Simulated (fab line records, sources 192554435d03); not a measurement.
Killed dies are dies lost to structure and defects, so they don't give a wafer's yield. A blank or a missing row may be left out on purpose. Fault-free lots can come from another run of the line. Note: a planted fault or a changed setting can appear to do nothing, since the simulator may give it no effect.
Lot-split experiment -- flow n5-finfet -- 7 lots, 21 wafers read, on a route of 1938 steps

THE SPLIT
At N5_BEOL_M7_COAT_05 (resist thk 90 nm), the setting spin-rpm was moved away from the recipe's 1500 rpm on 10 of the 21 wafers read, by -7.1% to +8.4%. The other wafers ran this setting at the recipe's value.

FROM THE SPLIT TO THE READING: what the file shows between them, 5 steps
- N5_BEOL_M7_EBR_07
- N5_BEOL_M7_SOFTBAKE_06: time 60 s
- N5_BEOL_M7_EXPOSE_08: exposes mask M7
- N5_BEOL_M7_PEB_09: peb time 60 s
- N5_BEOL_M7_DEVELOP_10: develop time 30 s

THE READING
CAR-ArF_of_BEOL_M7_COAT_05.thk-nm (the simulator's own value, which no gauge read), in nm, at N5_BEOL_M7_DESCUM_16 (chemistry O2, time 7.9 s). The file does not state a usual value for it. Across the 11 wafers here that went through the recipe, the average is 83.4 nm and the standard deviation 0.14 nm.

wafer,"tool, chamber at the split","spin-rpm as run, rpm",against the recipe,"CAR-ArF_of_BEOL_M7_COAT_05.thk-nm, nm",against lot-mates on the recipe
L075.1,"litho-track-01, 0",1626,+8.4%,79.6,-3.6
L075.4,"litho-track-01, 0",1626,+8.4%,79.6,-3.6
L075.2,"litho-track-01, 0",1500,recipe,83.2,-
L086.2,"litho-track-01, 0",1500,recipe,83.4,-
L086.3,"litho-track-01, 0",1500,recipe,83.4,-
L086.4,"litho-track-01, 0",1500,recipe,83.6,-
L087.2,"litho-track-03, 0",1393,-7.1%,87.2,no lot-mate on the recipe
L087.4,"litho-track-03, 0",1393,-7.1%,86.6,no lot-mate on the recipe
L087.5,"litho-track-03, 0",1393,-7.1%,86.8,no lot-mate on the recipe
L090.1,"litho-track-04, 0",1500,recipe,83.4,-
L090.4,"litho-track-04, 0",1500,recipe,83.4,-
L090.3,"litho-track-04, 0",1500,recipe,83.6,-
L092.2,"litho-track-01, 0",1500,recipe,83.6,-
L092.3,"litho-track-01, 0",1597,+6.5%,80.6,-3.0
L092.5,"litho-track-01, 0",1597,+6.5%,81,-2.6
L091.1,"litho-track-03, 0",1544,+2.9%,82.4,-1.0
L091.3,"litho-track-03, 0",1544,+2.9%,82.2,-1.2
L091.5,"litho-track-03, 0",1500,recipe,83.4,-
L093.1,"litho-track-04, 0",1410,-6.0%,86.4,+3.0
L093.4,"litho-track-04, 0",1500,recipe,83.2,-
L093.5,"litho-track-04, 0",1500,recipe,83.6,-

FIT RESULTS
A straight line over all 21 wafers: CAR-ArF_of_BEOL_M7_COAT_05.thk-nm changes by -0.458 nm for each +1% of spin-rpm; r = -1.00; the points scatter about the line by 0.2 nm.
The same after taking each lot's own level away (the mean of its wafers on the recipe; 18 wafers): -0.442 nm for each +1%; r = -1.00; scatter 0.16 nm.
The reading moves by 3.7 nm for the largest change in spin-rpm, on that fit.
The lots' own levels span 83.20 to 83.60 nm, that is 2.8 times the standard deviation above.
Consequently the slope shifts little with the lot-to-lot level, the two slopes agreeing.
Check: with one of the wafers moved furthest among these (+8.4%) left out of the fit, the line predicts -3.67 nm for it against its lot-mates. It came out at -3.6 nm against them.

THE WHOLE CHAIN: every reading that the file lists as answering this split, in the file's order
step,what it does,reading,change (the file's fit),r (the file's)
N5_BEOL_M7_COAT_05,resist thk 90 nm,"CAR-ArF_of_BEOL_M7_COAT_05.thk-nm (the simulator's own value, which no gauge read)",-0.451 nm for each +1% of the setting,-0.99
N5_BEOL_M7_DEVELOP_10,develop time 30 s,"CAR-ArF_of_BEOL_M7_COAT_05.thk-nm (the simulator's own value, which no gauge read)",-0.46 nm for each +1% of the setting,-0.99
N5_BEOL_M7_DESCUM_16,"chemistry O2, time 7.9 s","CAR-ArF_of_BEOL_M7_COAT_05.thk-nm (the simulator's own value, which no gauge read)",-0.443 nm for each +1% of the setting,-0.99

FILE'S OWN FIT
CAR-ArF_of_BEOL_M7_COAT_05.thk-nm changes by -0.443 nm for each +1% of spin-rpm, r = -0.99.
